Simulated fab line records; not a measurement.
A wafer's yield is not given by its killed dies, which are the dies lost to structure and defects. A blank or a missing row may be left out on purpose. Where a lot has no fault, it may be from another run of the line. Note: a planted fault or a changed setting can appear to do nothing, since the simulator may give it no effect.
A lot that was struck, set against a sound lot    flow n5_finfet    38 out of 1938 route steps
Sound: these wafers, L617.1, L617.2, L617.4. Struck: wafers L612.1, L612.2 (left out: L612.6, a lot-mate that was not struck); the cause follows at the end.
For every step that has rows: the tool of each side, followed by ch and its chambers, followed by its first start. Under that, the readings that differ: sound wafers    struck wafers    difference of the means    sigmas: that difference in standard deviations of wafers without a fault.
alike: same words and numbers on both sides, and readings whose means sit less than 2 such deviations apart. not compared: any withheld reading, any reading some wafer has no value for, any bound like >300 that may hide the same value, and any number with overlapping values for which the record gives no deviation.
Wherever a step has rows on one side only, a row that says differs or no value, or a row with sigmas, the two part there. Numbers that have no deviation but don't overlap get no sigmas and don't part them. Lack of a reading on every wafer of one side parts them only where that side has two or more wafers.

first, 12 steps without rows for these wafers: N5_SD_EPI_P_STRIP_38 (strips in N2/H2); N5_SD_EPI_P_ETCHBACK_46 (etches SiNx in CH3F/O2, stops on SiO2, target depth 17.5 nm); N5_SD_EPI_P_ETCH_47 (etches SiOCN in CH3F/O2, target depth 25 nm); N5_SD_EPI_P_ETCH_16 (etches SiO2 in CHF3/O2, target depth 5 nm); N5_SD_EPI_P_STRIP_50 (strips in CHF3/O2); N5_SD_EPI_P_SD_RECESS_17 (chemistry HBr/Cl2/O2, target depth 39.1 nm, bt time 3 s); N5_SD_EPI_P_WET_ETCH_45 (etches SiO2 in dHF, time 10.7 s, target depth 2 nm, rinse time 30 s); N5_SD_EPI_P_STRIP_40 (strips in N2/H2); N5_SD_EPI_P_PRECLEAN_52 (cleans in O3/DIW, time 60 s); N5_SD_EPI_P_SRD_20 (time 30 s); N5_SD_EPI_P_PRECLEAN_51 (cleans in NF3:NH3, afs cycles 1, time 20 s, sublimation time 60 s); N5_SD_EPI_P_VAPOR_ETCH_44 (etches SiGe30 in NF3/Ar, time 3.3 s).
N5_SD_EPI_P_EPI_21: deposits SiGe:B, time 355 s.
  sound on epi_rpcvd-02 ch 0, day 7 11:38; struck on epi_rpcvd-04 ch 0, day 6 08:32
reading                                      sound       struck     difference  sigmas
model.SiGe-B_of_SD_EPI_P_EPI_21.thk_nm (nm)  62 62 62.2  65.8 64.6  +3.1        
  alike: chamber_pressure_Torr
N5_SD_EPI_P_EPI_MEAS_23:
  sound on film_metro-01, day 7 13:49; struck on film_metro-02, day 6 10:44
reading      sound           struck     difference  sigmas
thk_nm (nm)  62.3 61.0 59.4  64.9 66.1  +4.6        +4
then, 8 steps without rows for these wafers: N5_SD_EPI_P_HM_STRIP_48 (strips SiNx in H3PO4, material SiNx, target depth 3 nm); N5_SD_EPI_P_SRD_49 (time 30 s); N5_SD_EPI_P_PRECLEAN_24 (cleans in O3/DIW, time 45 s); N5_SD_EPI_P_PRECLEAN_32 (cleans in dHF, time 10 s); N5_SD_EPI_P_PRECLEAN_33 (cleans in SC2, time 45 s); N5_SD_EPI_P_SRD_25 (time 30 s); N5_SD_ACTIVATION_RTA_00 (time 0 s); N5_SD_ACTIVATION_LSA_01 (time 0.0008 s).
N5_SD_ACTIVATION_RS_MEAS_03: measurement is done with a four-point probe.
  sound on film_metro-02, day 7 14:26; struck on film_metro-02, day 6 11:20
reading           sound           struck     difference  sigmas
RS_SD_P (ohm/sq)  55.2 55.5 54.4  52.3 52.6  -2.6        -3
  alike: RS_SD_N
then, 12 steps without rows for these wafers: N5_ILD0_LINER_00 (material SiNx, target thk 4 nm, pulse time 1 s, purge time 2 s); N5_ILD0_FCVD_FILL_01 (material SiO2 flowable, target thk 200 nm, time 328.3 s); N5_ILD0_CURE_02 (time 1800 s); N5_ILD0_CMP_03 (polishes, stops on SiNx, t overpolish 1.9 s, target thk 197.38 nm); N5_ILD0_CMP_07 (polishes SiO2 flowable, stops on poly-Si, t overpolish 1.18 s, target thk 138.88 nm); N5_ILD0_PRECLEAN_10 (cleans in NF3:NH3, afs cycles 5, time 20 s, sublimation time 60 s); N5_ILD0_ALD_15 (deposits SiNx, target thk 24 nm, pulse time 1 s, ald cycles 480); N5_ILD0_CMP_12 (polishes SiNx, stops on poly-Si, t overpolish 6 s, target thk 17.67 nm); N5_SDB_HM_DEP_00 (deposits SiNx from SiH4/NH3/N2, target thk 40 nm, time 35.3 s); N5_SDB_COAT_03 (time 60 s, resist thk 100 nm); N5_SDB_COAT_04 (time 60 s, resist thk 18 nm); N5_SDB_COAT_05 (resist thk 90 nm).
N5_MOL_CONTACT_COAG_ETCH_110: etches Si in CF4/O2, target depth 2.5 nm, time 8 s.
  sound on rie_diel-04 ch 0,2,3, day 8 19:55; struck on rie_diel-02 ch 1,2, day 7 17:08
reading                                      sound              struck       difference  sigmas
bias_w (W)                                   11.92 11.97 12.00  12.07 12.05  +0.10       +3
model.SiGe-B_of_SD_EPI_P_EPI_21.thk_nm (nm)  59 59 59.2         62.6 61.6    +3.0        
  alike: O2_flow_sccm, drypump_motor_current_A, oes_o_777_au, oes_product_au, rf_vpp_V, showerhead_plenum_p_Torr, throttle_valve_pct
  not compared: rf_hours_counter_h
-- a jump in the record: the struck wafers' starts before and after are 4 days apart (it breaks off in module MOL_CONTACT_COAG and resumes in module BEOL_M4, where the first step shown is number 1111 of the route) --
N5_BEOL_M4_RC_MEAS_101:
  sound on prober-02 ch 0, day 12 18:40; struck on prober-01 ch 0, day 11 22:24
reading           sound           struck     difference  sigmas
RS_SD_P (ohm/sq)  64.9 63.9 64.9  60.6 61.4  -3.6        -4
  alike: DIBL_N, DIBL_P, IOFF_N, IOFF_P, ION_N, ION_P, SS_N, SS_P, VT_N, VT_P
after that, 1 step had no rows for these wafers: N5_PASSIVATION_PROBE_49.

## WHERE THEY PART
Last at N5_BEOL_M4_RC_MEAS_101 as far as this record goes, first at N5_SD_EPI_P_EPI_MEAS_23.

WHY: what had been put in by the simulator
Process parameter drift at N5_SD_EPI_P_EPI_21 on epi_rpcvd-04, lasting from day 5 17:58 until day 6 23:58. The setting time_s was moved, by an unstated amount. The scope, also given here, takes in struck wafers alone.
